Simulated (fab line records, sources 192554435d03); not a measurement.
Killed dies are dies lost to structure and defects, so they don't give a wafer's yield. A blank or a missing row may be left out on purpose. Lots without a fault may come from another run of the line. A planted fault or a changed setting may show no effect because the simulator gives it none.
Split-lot experiment | flow n5_finfet | 7 lots, 21 wafers read, on a route of 1938 steps

THE SPLIT
At N5_FIN_SAQP_ETCH_65 (etches SiO2 in CF4, target depth 4 nm, time 4.4 s), the setting time_s was moved away from the recipe's 4.4 s on 8 of the 21 wafers read, by -21.8% to +21.7%. The other wafers ran this setting at the recipe's value.

The reading is taken at the split's own step.

THE READING
etch.depth_nm (the simulator's own value, which no gauge read), in nm, at N5_FIN_SAQP_ETCH_65 (etches SiO2 in CF4, target depth 4 nm, time 4.4 s). The file gives no usual value for it. The 13 wafers here that ran the recipe average 4.048 nm, standard deviation 0.14 nm.

wafer  | tool, chamber at the split | time_s as run, s | against the recipe | etch.depth_nm, nm | against lot-mates on the recipe
L075.1 | rie_si-02, 0               | 4.4              | recipe             | 4.189             | -
L075.2 | rie_si-02, 3               | 4.4              | recipe             | 4.026             | -
L075.5 | rie_si-02, 1               | 4.4              | recipe             | 4.095             | -
L078.1 | rie_si-02, 3               | 4.4              | recipe             | 4.044             | -
L078.2 | rie_si-02, 1               | 4.4              | recipe             | 4.124             | -
L078.5 | rie_si-02, 3               | 4.4              | recipe             | 4.055             | -
L079.2 | rie_si-04, 3               | 4.4              | recipe             | 3.963             | -
L079.3 | rie_si-04, 0               | 3.553            | -19.3%             | 3.219             | -0.744
L079.4 | rie_si-04, 3               | 3.553            | -19.3%             | 3.226             | -0.737
L085.1 | rie_si-01, 2               | 5.353            | +21.7%             | 4.406             | +0.608
L085.5 | rie_si-01, 3               | 4.4              | recipe             | 3.95              | -
L085.6 | rie_si-01, 2               | 4.4              | recipe             | 3.645             | -
L090.2 | rie_si-02, 0               | 4.4              | recipe             | 4.266             | -
L090.5 | rie_si-02, 1               | 3.44             | -21.8%             | 3.255             | -1.011
L090.6 | rie_si-02, 2               | 3.44             | -21.8%             | 3.117             | -1.149
L096.1 | rie_si-02, 0               | 4.907            | +11.5%             | 4.68              | +0.555
L096.4 | rie_si-02, 1               | 4.4              | recipe             | 4.129             | -
L096.6 | rie_si-02, 1               | 4.4              | recipe             | 4.121             | -
L097.1 | rie_si-04, 2               | 3.931            | -10.7%             | 3.504             | -0.516
L097.2 | rie_si-04, 0               | 4.4              | recipe             | 4.02              | -
L097.4 | rie_si-04, 1               | 3.931            | -10.7%             | 3.539             | -0.481

THE FIT
A straight line over all 21 wafers: etch.depth_nm changes by +0.0368 nm for each +1% of time_s; r = +0.92; the points scatter about the line by 0.17 nm.
The same after taking each lot's own level away (the mean of its wafers on the recipe; 21 wafers): +0.0412 nm for each +1%; r = +0.97; scatter 0.11 nm.
On that fit, the largest move of time_s shifts the reading by 0.9 nm.
The lots' own levels span 3.7975 to 4.2660 nm, that is 3.3 times the standard deviation above.
So the lot-to-lot level changes the slope: the two fits differ.
Check: with one of the wafers moved furthest among these (-21.8%) left out of the fit, the line predicts -0.906 nm for it against its lot-mates. It came out at -1.01 nm against them.

OTHER SPLITS ON THESE WAFERS
These wafers also went through other splits before the reading. Each is held against what the fit with the lots' levels taken away leaves over:
other split on the same wafers  | wafers away from the commonest value | r with etch.depth_nm (lot level and that fit taken away)
N5_ZERO_LAYER_COAT_05 spin_rpm  | 7                                    | -0.14
N5_ZERO_LAYER_EXPOSE_08 dose_mj | 9                                    | -0.14
N5_WELL_APT_COAT_02 spin_rpm    | 7                                    | -0.09
N5_WELL_APT_EXPOSE_05 dose_mj   | 7                                    | +0.19

THE FILE'S OWN FIT
etch.depth_nm changes by +0.0401 nm for each +1% of time_s, r = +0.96.
